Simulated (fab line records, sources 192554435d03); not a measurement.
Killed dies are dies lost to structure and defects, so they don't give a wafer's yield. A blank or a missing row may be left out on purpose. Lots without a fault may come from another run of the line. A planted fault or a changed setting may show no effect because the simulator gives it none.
One fault seen from 2 desks | flow n5_finfet | each desk has only its own numbers; what lay behind them comes last

THE METROLOGY DESK
What the gauges read, lot by lot, whatever tool the lot ran on: means of the sampled wafers that have a number. A lot is out of limits, marked OUT, if its mean lies more than 4 standard deviations from the usual mean; the brackets give that distance.
Columns: A = thk_nm at N5_SD_EPI_N_EPI_MEAS_23, usual 59.0 nm
lot  | first seen here | A
L665 | day 3 06:32     | 59.8
L666 | day 3 11:40     | 58.9
L667 | day 3 18:15     | 58.4
L669 | day 4 04:28     | 58.2
L670 | day 4 10:07     | 57.9
L672 | day 5 01:57     | 60.5
L673 | day 5 04:49     | 58.8
L674 | day 5 12:10     | 58.6
L678 | day 6 11:25     | 72.6 (+10) OUT
L681 | day 7 05:02     | 63.4
L685 | day 8 05:14     | 59.6
L686 | day 8 14:29     | 58.7
This desk's finding: out of limits on L678; first on L678, day 6 11:25 (thk_nm at N5_SD_EPI_N_EPI_MEAS_23). In limits: L665, L666, L667, L669, L670, L672, L673, L674, L681, L685, L686.

THE DEFECT DESK
What the inspections along the route counted, lot by lot: means of the sampled wafers that have a number. A lot is out of limits, marked OUT, if its mean lies more than 4 standard deviations from the usual mean; the brackets give that distance.
Columns: A = raw_defect_count at N5_SD_EPI_N_INSPECT_26, usual 201
lot  | first seen here | A
L665 | day 3 07:05     | 179
L666 | day 3 12:13     | 155
L667 | day 3 18:50     | 321
L669 | day 4 05:05     | 188
L670 | day 4 11:10     | 162
L672 | day 5 03:46     | 209
L673 | day 5 05:23     | 136
L674 | day 5 12:43     | 186
L678 | day 6 11:58     | 188
L681 | day 7 05:37     | 204
L685 | day 8 05:48     | 201
L686 | day 8 15:35     | 195
This desk's finding: nothing out of limits on any of the 12 lots.

PUT TOGETHER
The metrology desk could have raised an alarm at day 6 11:25, on L678.
The defect desk saw nothing out of limits.
The defect desk has L678 on record, within its limits.
Of the lots named, all ran N5_SD_EPI_N_EPI_21 on epi_rpcvd-03.

WHAT THE SIMULATOR HAD PUT IN
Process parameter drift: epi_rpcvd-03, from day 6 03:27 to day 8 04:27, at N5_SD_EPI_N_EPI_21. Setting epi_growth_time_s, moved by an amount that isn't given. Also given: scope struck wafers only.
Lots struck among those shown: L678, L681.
Hours from the fault's start to each desk's first reading out of limits: the metrology desk, 8.
